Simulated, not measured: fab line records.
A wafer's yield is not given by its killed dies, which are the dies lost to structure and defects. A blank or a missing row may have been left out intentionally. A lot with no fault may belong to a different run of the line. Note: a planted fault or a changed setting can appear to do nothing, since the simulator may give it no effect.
Matching of chambers / flow nandHarc / 4 sister chambers for NHARC_A_CHANNEL_FILL_D1_ALD_16 on aldHk-01
The step deposits SiO2, target thk 1.5 nm, pulse time 10 s, ald cycles 15. 8 wafers are shown with their chamber, then 8 later ones without.

## EACH WAFER AND ITS CHAMBER
wafer=L082.5; chamber=2; heaterPowerW (W)=513; precursorPulseHeightRel=1.009
wafer=L082.6; chamber=1; heaterPowerW (W)=527; precursorPulseHeightRel=0.976
wafer=L084.3; chamber=3; heaterPowerW (W)=481; precursorPulseHeightRel=1.001
wafer=L084.6; chamber=2; heaterPowerW (W)=511; precursorPulseHeightRel=1.012
wafer=L087.2; chamber=3; heaterPowerW (W)=472; precursorPulseHeightRel=1.015
wafer=L087.4; chamber=0; heaterPowerW (W)=446; precursorPulseHeightRel=0.975
wafer=L087.5; chamber=1; heaterPowerW (W)=532; precursorPulseHeightRel=1.017
wafer=L088.3; chamber=0; heaterPowerW (W)=453; precursorPulseHeightRel=1.013

## WAFERS WITH NO CHAMBER GIVEN
wafer=L088.5; heaterPowerW (W)=511; precursorPulseHeightRel=0.991
wafer=L088.6; heaterPowerW (W)=521; precursorPulseHeightRel=1.009
wafer=L092.2; heaterPowerW (W)=508; precursorPulseHeightRel=0.984
wafer=L092.5; heaterPowerW (W)=531; precursorPulseHeightRel=1.022
wafer=L092.6; heaterPowerW (W)=450; precursorPulseHeightRel=1.016
wafer=L091.4; heaterPowerW (W)=466; precursorPulseHeightRel=0.991
wafer=L091.5; heaterPowerW (W)=514; precursorPulseHeightRel=1.012
wafer=L091.6; heaterPowerW (W)=517; precursorPulseHeightRel=1.040

## WHICH CHAMBER EACH WENT THROUGH
wafer=L088.5; from the rows above=2; in truth=2
wafer=L088.6; from the rows above=can't be placed: 1 or 2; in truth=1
wafer=L092.2; from the rows above=2; in truth=2
wafer=L092.5; from the rows above=1; in truth=1
wafer=L092.6; from the rows above=0; in truth=0
wafer=L091.4; from the rows above=can't be placed: 3 or 0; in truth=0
wafer=L091.5; from the rows above=2; in truth=2
wafer=L091.6; from the rows above=can't be placed: 2 or 1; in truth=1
Correctly placed: 5 of 8. Can't be placed from these rows: 3 (the true chamber is among the candidates in 3). Number placed wrongly: 0.
How it was worked out, from the rows above alone: a wafer's distance from a chamber is the root of the sum, over the readings, of the square of ((its reading less the chamber's mean) divided by the reading's scatter). The wafer belongs to the nearest chamber; if the next one is less than 2 further off, it can't be placed. A chamber's mean is the mean of its shown wafers. The scatter: take each reading less its chamber's mean, square it, sum over the shown wafers, divide by the number of wafers less the number of chambers, and take the root.
